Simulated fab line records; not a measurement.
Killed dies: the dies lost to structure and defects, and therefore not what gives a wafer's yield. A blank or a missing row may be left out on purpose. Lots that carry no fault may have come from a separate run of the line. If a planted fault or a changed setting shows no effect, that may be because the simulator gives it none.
fab line records	flow n5-finfet
record: lots: 9	wafers: 27	last-day: 19
route steps=1938 shown BEOL_M2@860 BEOL_M4@1111 PASSIVATION@1936
lots that met no fault: from a run of the same line without faults
start-h: hours from the record's first day to the start of the lot's first wafer shown	wait-h: hours from the lot's prior step to this one	" unchanged from the row above	L1.1+2: a single row standing in for several wafers	- no value, or no start given	* or withheld: withheld	< > ~ a bound
route shown NAME@n: NAME is a module with steps in the file, n the number in the route of the first one	usual: average and standard deviation across the fault-free wafers	same: alike in all rows	chamber/n: place in a boat	sites: each site's reading	_std_site: their standard deviation	_edge_site: outer sites' mean less inner sites'	radius-mm: how far each site lies from the wafer's centre	mask NAME#n: copy n	behind: tool/chamber where the wafer was last shaped	hold: why the lot went on hold/how many hours it stayed there/how the hold came to an end	device: which transistor (n, p or np) failed to switch	end of line: at the end of the route, the tests of the same wafers	where a step has no rows: the recipe by itself	killed: at the first sort, the dies lost to defects and structure; wafer yield is something else	map: the dies of a wafer, with x for killed, . for not killed, _ for no die there
set.NAME: the setting the step ran with; set.NAME@STEP: the setting that earlier step ran with	model.NAME: the simulator's own value behind a step, which no gauge read
steps of the route over a sample of lots; a table a step, a row a wafer
services: from which hour (start-h, from the record's first day; less than 0 if before it) a tool's chamber was out of use, for how many hours, and why
== steps ==
step: N5_BEOL_M2_ETCH_64
recipe: chemistry: N2/H2	target: SOC	target-depth-a: 750	overetch-a: 225	mask-material: SiARC	temp-c: 40	time-s: 121.9	ion-energy-ev: 200	pressure-mtorr: 30	source-w: 840	bias-w: 150	n2-flow-sccm: 200	h2-flow-sccm: 200
usual: drypump-motor-current-A: 5.8/0.4	oes-product-au: 0.60/0.074	rf-vpp-V: 524.4/2.8	showerhead-plenum-p-Torr: 2.56/0.1	throttle-valve-pct: 17.81/0.23
lot.wafer	tool	chamber	start-h	wait-h	drypump-motor-current-A	oes-product-au	rf-hours-counter-h	rf-vpp-V	showerhead-plenum-p-Torr	throttle-valve-pct
L226.1	rie-diel-05	0	147.46	0.0	6.1	0.54	232	518.8	2.40	17.78
L226.2	"	1	"	"	5.5	0.53	223	524.3	2.49	17.89
L226.5	"	1	"	"	5.5	0.53	-	523.2	2.49	17.88
L227.1	rie-diel-03	0	156.43	0.0	6.2	0.53	194	526.5	2.63	18.00
L227.3	"	2	"	"	5.2	0.52	242	523.5	2.49	17.97
L227.6	"	0	"	"	6.2	0.54	-	526.7	2.63	17.98
L228.2	rie-diel-03	2	160.09	0.0	5.2	0.52	244	523.2	2.49	17.98
L228.3	"	0	"	"	6.2	0.54	196	523.7	2.63	18.00
L228.6	"	2	"	"	5.2	0.52	-	525.1	2.49	17.99
L232.1	rie-diel-05	0	186.21	0.0	6.1	0.53	239	520.0	2.40	17.78
L232.4	"	1	"	"	5.5	0.53	231	523.8	2.49	17.90
L232.6	"	1	"	"	5.5	0.52	-	523.1	2.49	17.90
L234.2	rie-diel-03	2	195.85	0.0	5.2	0.51	259	521.8	2.49	18.02
L234.4	"	3	"	"	5.1	0.55	-	519.8	2.41	17.97
L234.5	"	0	"	"	6.2	0.53	-	525.6	2.62	18.02
L236.4	rie-diel-03	1	221.88	0.1	6.1	0.74	-	522.6	2.50	17.27
L236.5	"	0	"	"	6.2	0.52	-	526.5	2.62	18.04
L236.6	"	3	"	"	5.1	0.54	-	520.6	2.40	17.99
L245.2	rie-diel-01	3	265.96	0.0	5.7	0.66	41	529.3	2.70	18.09
L245.5	"	2	"	"	5.5	0.64	-	524.4	2.58	17.69
L245.6	"	1	"	"	6.1	0.64	-	524.0	2.58	17.64
L246.1	rie-diel-03	3	269.64	0.0	5.1	0.53	225	520.4	2.40	18.04
L246.3	"	0	"	"	6.2	0.51	239	525.7	2.61	18.07
L246.6	"	0	"	"	6.2	0.52	-	525.7	2.61	18.06
L244.2	rie-diel-01	1	302.95	0.0	6.1	0.62	80	524.6	2.57	17.67
L244.3	"	3	"	"	5.7	0.64	52	528.2	2.70	18.13
L244.6	"	3	"	"	5.7	0.64	-	528.1	2.70	18.12
step: N5_BEOL_M2_STRIP_19
recipe: chemistry: O2	power-w: 400	temp-c: 40	pressure-mtorr: 30	rf-frequency-hz: 6e+07	bias-power-w: 0	overash-fraction: 0.2	o2-flow-sccm: 225
usual: drypump-motor-current-A: 5.8/0.41	oes-product-au: 0.79/0.1	rf-vpp-V: 3.6/0.5	showerhead-plenum-p-Torr: 2.12/0.076	throttle-valve-pct: 16.70/0.28
lot.wafer	tool	chamber	start-h	wait-h	drypump-motor-current-A	oes-product-au	rf-hours-counter-h	rf-vpp-V	showerhead-plenum-p-Torr	throttle-valve-pct
L226.1	rie-diel-01	1	147.76	0.1	6.1	0.91	25	3.0	2.13	16.30
L226.2	"	2	"	"	5.5	0.90	29	4.2	2.14	16.47
L226.5	"	2	"	"	5.6	0.90	-	3.2	2.14	16.45
L227.1	rie-diel-03	0	157.04	0.4	6.2	0.70	194	3.3	2.18	16.93
L227.3	"	1	"	"	6.1	0.67	273	3.7	2.06	16.60
L227.6	"	1	"	"	6.1	0.67	-	3.2	2.06	16.60
L228.2	rie-diel-03	2	160.42	0.1	5.2	0.69	245	3.3	2.09	17.11
L228.3	"	0	"	"	6.2	0.70	197	3.8	2.18	16.92
L228.6	"	0	"	"	6.2	0.70	-	3.1	2.18	16.91
L232.1	rie-diel-05	3	186.62	0.2	6.1	0.72	204	4.2	2.00	16.77
L232.4	"	1	"	"	5.5	0.67	231	3.1	2.06	16.84
L232.6	"	2	"	"	6.1	0.73	-	4.3	2.18	16.94
L234.2	rie-diel-01	1	196.24	0.2	6.1	0.89	45	2.8	2.12	16.36
L234.4	"	3	"	"	5.7	0.92	16	4.2	2.23	16.85
L234.5	"	1	"	"	6.1	0.88	-	4.7	2.12	16.36
L236.4	rie-diel-01	3	222.11	0.1	5.7	0.91	25	3.4	2.23	16.86
L236.5	"	0	"	"	5.1	0.78	-	4.1	2.19	16.65
L236.6	"	1	"	"	6.1	0.86	-	3.6	2.12	16.37
L245.2	rie-diel-03	2	266.24	0.1	5.2	0.93	15	2.7	2.07	16.67
L245.5	"	1	"	"	6.1	0.92	-	3.6	2.05	16.07
L245.6	"	3	"	"	5.1	0.69	-	3.6	1.99	17.02
L246.1	rie-diel-03	0	269.92	0.1	6.2	0.68	239	4.1	2.16	17.01
L246.3	"	2	"	"	5.2	0.94	17	3.3	2.07	16.65
L246.6	"	0	"	"	6.2	0.67	-	4.1	2.16	17.01
L244.2	rie-diel-05	2	303.23	0.1	6.1	0.70	223	3.8	2.17	17.03
L244.3	"	0	"	"	6.1	0.89	27	3.2	2.23	16.28
L244.6	"	1	"	"	5.5	0.92	-	3.3	2.04	16.39
step: N5_BEOL_M2_ALD_98
recipe: material: SiO2	target-thk-a: 25	temp-c: 100	ald-precursor-family: BDEAS	ald-co-reactant: O2-plasma	pulse-time-s: 1	co-reactant-pulse-time-s: 1	purge-time-s: 2	co-reactant-purge-time-s: 2	ald-cycles: 17	pressure-torr: 2
usual: heater-power-w: 81/5.9	precursor-pulse-height-rel: 0.995/0.017	susceptor-temp-C: 100.01/0.13
lot.wafer	tool	chamber	start-h	wait-h	heater-power-w	precursor-pulse-height-rel	susceptor-temp-C
L226.1	ald-sin-02	3	148.40	0.1	80	1.001	99.96
L226.2	"	1	"	"	84	0.952	100.08
L226.5	"	3	"	"	80	0.970	99.93
L227.1	ald-sin-04	3	158.80	0.1	67	0.972	100.00
L227.3	"	0	"	"	90	1.028	100.10
L227.6	"	1	"	"	85	1.002	99.93
L228.2	ald-sin-02	3	162.31	0.1	81	1.016	99.92
L228.3	"	2	"	"	82	0.990	99.92
L228.6	"	3	"	"	83	0.997	99.98
L232.1	ald-sin-02	1	188.18	0.8	84	1.010	99.84
L232.4	"	2	"	"	81	1.018	99.93
L232.6	"	0	"	"	75	1.013	100.16
L234.2	ald-sin-04	1	196.91	0.1	88	0.959	99.94
L234.4	"	2	"	"	88	1.017	100.04
L234.5	"	0	"	"	88	1.014	98.40
L236.4	ald-sin-02	0	222.93	0.0	77	1.010	99.77
L236.5	"	1	"	"	85	0.969	100.21
L236.6	"	0	"	"	76	0.983	99.78
L245.2	ald-sin-02	0	267.20	0.4	78	1.016	100.03
L245.5	"	0	"	"	78	0.988	99.90
L245.6	"	3	"	"	82	1.000	100.18
L246.1	ald-sin-02	1	270.98	0.3	85	0.999	100.19
L246.3	"	3	"	"	82	0.984	100.10
L246.6	"	2	"	"	84	0.996	99.99
L244.2	ald-sin-04	3	303.88	0.1	66	0.982	100.01
L244.3	"	2	"	"	88	1.022	100.05
L244.6	"	1	"	"	90	0.968	99.92
step: N5_BEOL_M2_STRIP_97
recipe: chemistry: N2/H2	time-s: 10	power-w: 450	temp-c: 40	pressure-mtorr: 20	rf-frequency-hz: 6e+07	bias-power-w: 7	n2-flow-sccm: 200	h2-flow-sccm: 200
usual: drypump-motor-current-A: 5.8/0.41	oes-product-au: 0.79/0.11	rf-vpp-V: 59.2/0.9	showerhead-plenum-p-Torr: 2.55/0.099	throttle-valve-pct: 23.57/0.22
lot.wafer	tool	chamber	start-h	wait-h	drypump-motor-current-A	oes-product-au	rf-hours-counter-h	rf-vpp-V	showerhead-plenum-p-Torr	throttle-valve-pct
L226.1	rie-diel-01	2	-	-	5.5	0.91	31	59.4	2.59	23.52
L226.2	"	0	"	"	5.1	0.80	89	61.6	2.67	23.51
L226.5	"	0	"	"	5.1	0.80	-	59.3	2.67	23.51
L227.1	rie-diel-03	0	-	-	6.2	0.70	197	59.2	2.63	23.79
L227.3	"	1	"	"	6.1	0.68	276	59.4	2.50	23.61
L227.6	"	0	"	"	6.2	0.70	-	58.3	2.62	23.80
L228.2	rie-diel-05	0	-	-	6.1	0.69	232	59.0	2.40	23.54
L228.3	"	2	"	"	6.1	0.75	167	59.8	2.64	23.75
L228.6	"	1	"	"	5.5	0.68	-	58.1	2.49	23.61
L232.1	rie-diel-01	2	-	-	5.6	0.88	48	57.8	2.59	23.55
L232.4	"	3	"	"	5.7	0.94	14	60.1	2.71	24.01
L232.6	"	3	"	"	5.7	0.93	-	60.4	2.71	24.00
L234.2	rie-diel-03	3	-	-	5.2	0.72	190	57.3	2.41	23.70
L234.4	"	2	"	"	5.2	0.69	-	59.7	2.48	23.73
L234.5	"	3	"	"	5.2	0.72	-	58.2	2.41	23.70
L236.4	rie-diel-01	2	-	-	5.5	0.87	61	59.7	2.58	23.56
L236.5	"	3	"	"	5.7	0.89	-	59.4	2.71	23.99
L236.6	"	2	"	"	5.6	0.85	-	58.8	2.58	23.56
L245.2	rie-diel-01	1	-	-	6.1	0.85	72	60.5	2.57	23.47
L245.5	"	1	"	"	6.1	0.84	-	59.5	2.57	23.47
L245.6	"	0	"	"	5.2	0.77	-	59.2	2.65	23.57
L246.1	rie-diel-05	3	-	-	6.1	0.69	250	59.2	2.39	23.49
L246.3	"	1	"	"	5.5	0.93	11	60.6	2.47	23.23
L246.6	"	0	"	"	6.1	0.89	-	60.8	2.70	23.25
L244.2	rie-diel-01	2	-	-	5.6	0.83	87	59.3	2.57	23.57
L244.3	"	1	"	"	6.1	0.83	81	58.8	2.57	23.47
L244.6	"	2	"	"	5.6	0.82	-	59.0	2.57	23.58
step: N5_BEOL_M4_RC_MEAS_101
usual: DIBL_N: 36.3/2.2	DIBL_P: 36.0/2.4	IOFF_N: 0.16/0.042	IOFF_P: 0.22/0.041	ION_N: 672/14	ION_P: 462/7.9	SS_N: 71.7/0.76	SS_P: 73.3/0.72	VT_N: 250/3.6	VT_P: -249/3
lot.wafer	tool	chamber	start-h	wait-h	DIBL_N[mV/V]	DIBL_P[mV/V]	IOFF_N[nA/um]	IOFF_P[nA/um]	ION_N[uA/um]	ION_P[uA/um]	SS_N[mV/dec]	SS_P[mV/dec]	VT_N[mV]	VT_P[mV]
L226.1	prober-01	0	180.50	0.0	34.9	34.5	0.14	0.20	668	463	72.2	73.3	249	-248
L226.2	"	0	"	"	34.7	34.2	0.14	0.20	670	463	71.0	73.2	249	-250
L226.5	"	0	"	"	34.9	34.7	0.15	0.20	678	467	71.4	73.4	247	-246
L227.1	prober-02	0	191.97	0.0	37.0	38.2	0.18	0.25	675	465	72.0	74.1	248	-249
L227.3	"	0	"	"	38.0	38.6	0.19	0.25	666	454	72.3	73.6	246	-251
L227.6	"	0	"	"	37.0	37.7	0.17	0.24	676	470	72.0	73.1	247	-249
L228.2	prober-02	0	194.86	0.2	40.6	39.6	0.24	0.30	690	475	71.8	74.6	244	-245
L228.3	"	0	"	"	41.0	40.1	0.25	0.30	691	469	72.7	74.5	241	-244
L228.6	"	0	"	"	41.2	40.5	0.27	0.32	704	477	72.2	74.6	241	-246
L232.1	prober-01	0	213.24	0.0	36.6	36.9	0.16	0.21	660	459	71.6	73.5	250	-249
L232.4	"	0	"	"	35.3	34.9	0.14	0.18	674	457	71.3	73.5	252	-254
L232.6	"	0	"	"	34.7	34.5	0.12	0.17	661	461	71.5	72.8	255	-252
L234.2	prober-01	0	220.11	0.2	38.3	37.9	0.18	0.26	672	471	72.0	73.9	250	-249
L234.4	"	0	"	"	35.6	33.7	0.14	0.19	668	458	71.0	72.3	254	-252
L234.5	"	0	"	"	37.6	35.8	0.15	0.23	663	464	72.1	73.1	253	-248
L236.4	prober-02	0	252.12	0.5	36.8	36.9	0.16	0.25	674	469	72.6	73.8	249	-247
L236.5	"	0	"	"	35.6	35.2	0.14	0.22	661	463	71.7	73.7	252	-248
L236.6	"	0	"	"	35.8	34.2	0.12	0.20	643	445	72.1	73.2	255	-250
L245.2	prober-01	0	316.66	0.2	39.2	37.0	0.23	0.21	668	447	74.3	73.7	251	-253
L245.5	"	0	"	"	38.6	38.2	0.20	0.22	685	460	72.2	73.6	249	-251
L245.6	"	0	"	"	38.5	37.3	0.20	0.21	688	454	72.5	73.6	250	-250
L246.1	prober-02	0	333.91	0.0	36.6	36.4	0.15	0.18	655	445	72.2	73.0	253	-253
L246.3	"	0	"	"	34.5	35.3	0.13	0.18	664	459	70.8	72.3	251	-255
L246.6	"	0	"	"	33.8	34.7	0.11	0.16	657	453	70.8	72.7	255	-252
L244.2	prober-01	0	342.46	0.6	33.2	34.8	0.14	0.19	674	468	70.5	72.9	251	-251
L244.3	"	0	"	"	34.1	35.7	0.15	0.19	685	470	71.1	72.8	249	-251
L244.6	"	0	"	"	33.4	34.9	0.14	0.20	672	465	71.2	72.7	250	-250
step: N5_PASSIVATION_PROBE_49
usual: defect-limited-yield: 91.3/1.7	killed_at_M0_to_M3: 33/9.9	killed_at_M4_up: 14/6.4	killed-at-contacts: 12/7	killed-at-front-end: 41/13	killed-at-other: 3.1/2.9	killed-dies: 103/20	killed-open: 67/14	killed-short: 34/9.4	sort_bin_4_leakage: 0.03/0.24	sort_bin_5_function: 5.1/1.1	sort_bin_6_memory: 3.2/0.79	sort_bin_8_speed: 0.02/0.15	sort-n-pass: 1077/21	sort-yield-pct: 91.2/1.7
same: gross-dies: 1180	killed-at-back-side: 0
lot.wafer	tool	chamber	start-h	wait-h	defect-limited-yield[%]	killed_at_M0_to_M3	killed_at_M4_up	killed-at-contacts	killed-at-front-end	killed-at-other	killed-dies	killed-open	killed-short	sort_bin_4_leakage[%]	sort_bin_5_function[%]	sort_bin_6_memory[%]	sort_bin_8_speed[%]	sort-n-pass	sort-yield-pct[%]
L232.1	prober-01	-	319.02	0.0	91.0	30	15	9	51	1	106	75	29	0	4.8	3.7	0	1074	91.0
L232.4	prober-01	-	319.17	0.2	92.1	32	13	3	42	3	93	62	31	0	4.7	3.1	0	1087	92.1
L232.6	prober-01	-	319.27	0.3	92.8	14	16	5	48	2	85	55	30	0	3.9	3.1	0	1095	92.8
L236.4	prober-02	-	351.55	0.2	90.8	41	17	17	33	1	109	78	30	0	5.4	3.6	0.08	1071	90.8
L236.5	prober-02	-	351.60	0.2	91.3	35	11	32	24	1	103	72	30	0	5.3	3.1	0	1077	91.3
L236.6	prober-02	-	351.65	0.3	92.4	43	10	12	24	1	90	59	30	0	4.7	2.8	1.78	1069	90.6
killed by level:class
L232.1 FIN_SAQP:geometric-particle:short=16 FIN_SAQP:geometric-particle:open=15 BEOL_M1:geometric-particle:open=11 MOL_CONTACT_COAG:geometric-particle:open=7 DUMMY_GATE:geometric-particle:open=4 STARTING-WAFER:geometric-particle:open=4 BEOL_M0_SAQP:geometric-particle:open=4 BEOL_M0:geometric-particle:open=4
L232.4 FIN_SAQP:geometric-particle:open=16 FIN_SAQP:geometric-particle:short=12 BEOL_M2:geometric-particle:open=7 BEOL_M3:geometric-particle:open=7 BEOL_M0_SAQP:geometric-particle:open=6 BEOL_M4:geometric-particle:open=4 GATE_CUT:geometric-particle:short=3 MOL_CONTACT_COAG:geometric-particle:open=3
L232.6 FIN_SAQP:geometric-particle:open=14 FIN_SAQP:geometric-particle:short=10 STI_FIN_REVEAL:geometric-particle:open=6 BEOL_M4:geometric-particle:open=6 BEOL_M5:geometric-particle:open=5 GATE_CUT:geometric-particle:open=4 GATE_CUT:geometric-particle:short=4 MOL_CONTACT_COAG:geometric-particle:open=4
L236.4 MOL_CONTACT_COAG:geometric-particle:open=16 BEOL_M2:geometric-particle:open=13 BEOL_M4:geometric-particle:open=10 BEOL_M0_SAQP:geometric-particle:open=9 STARTING-WAFER:geometric-particle:short=6 FIN_SAQP:geometric-particle:short=5 BEOL_M0_SAQP:geometric-particle:short=5 BEOL_M1:geometric-particle:open=5
L236.5 MOL_CONTACT_COAG:geometric-particle:open=26 BEOL_M2:geometric-particle:open=9 BEOL_M0_SAQP:geometric-particle:short=8 MOL_CONTACT_COAG:geometric-particle:short=6 BEOL_M1:geometric-particle:open=5 FIN_SAQP:geometric-particle:short=4 BEOL_M0_SAQP:geometric-particle:open=4 BEOL_M2:geometric-particle:short=4
L236.6 BEOL_M1:geometric-particle:open=18 BEOL_M2:geometric-particle:open=9 FIN_SAQP:geometric-particle:open=7 FIN_SAQP:geometric-particle:short=7 BEOL_M0_SAQP:geometric-particle:short=7 MOL_CONTACT_COAG:geometric-particle:short=6 MOL_CONTACT_COAG:geometric-particle:open=6 BEOL_M0_SAQP:geometric-particle:open=4
== services ==
tool	chamber	start-h	hours	kind
ald-sin-02	0	138.03	2.0	repair
rie-diel-05	0	175.21	1.2	repair
rie-diel-03	1	192.64	-	clean
rie-diel-03	1	192.64	-	consumable-replace:focus-ring
rie-diel-03	1	192.64	15.9	scheduled-down
rie-diel-03	1	192.64	15.9	vent-cycle
rie-diel-03	2	208.58	-	clean
rie-diel-03	2	208.58	-	consumable-replace:focus-ring
rie-diel-03	2	208.58	19.2	scheduled-down
rie-diel-03	2	208.58	19.2	vent-cycle
ald-sin-04	2	212.32	4.2	repair
rie-diel-01	-	216.73	1.2	repair
ald-sin-02	2	224.19	2.0	repair
ald-sin-02	3	225.22	17.1	repair
rie-diel-05	1	237.91	6.5	repair
rie-diel-03	0	258.93	7.9	repair
ald-sin-04	0	261.16	5.3	repair
rie-diel-03	1	266.71	8.6	repair
rie-diel-03	1	289.50	8.2	repair
rie-diel-03	0	302.02	-	clean
rie-diel-03	0	302.02	-	consumable-replace:focus-ring
ald-sin-04	-	306.77	2.6	repair
rie-diel-05	1	308.63	4.9	repair
rie-diel-03	2	309.62	9.7	repair
== key ==
first-sign: step: N5_BEOL_M2_ALD_98	reading: susceptor-temp-C	direction: down	sigmas: 12	usual: *	struck: *
effect none on later readings
met-at N5_BEOL_M2_ALD_98
struck-lots L234
struck-wafers L234.5
not-acting-at N5_BEOL_M2_ETCH_64,N5_BEOL_M2_STRIP_19,N5_BEOL_M2_STRIP_97
onset-between 158.80 196.91
fault: kind: process-parameter-drift	tool: ald-sin-04	chamber: 0	onset-h: 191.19	steps: N5_BEOL_M2_ALD_98	channel: temp-c	offset: *	shape: step	end-h: 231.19	acts-in: *	stated: *
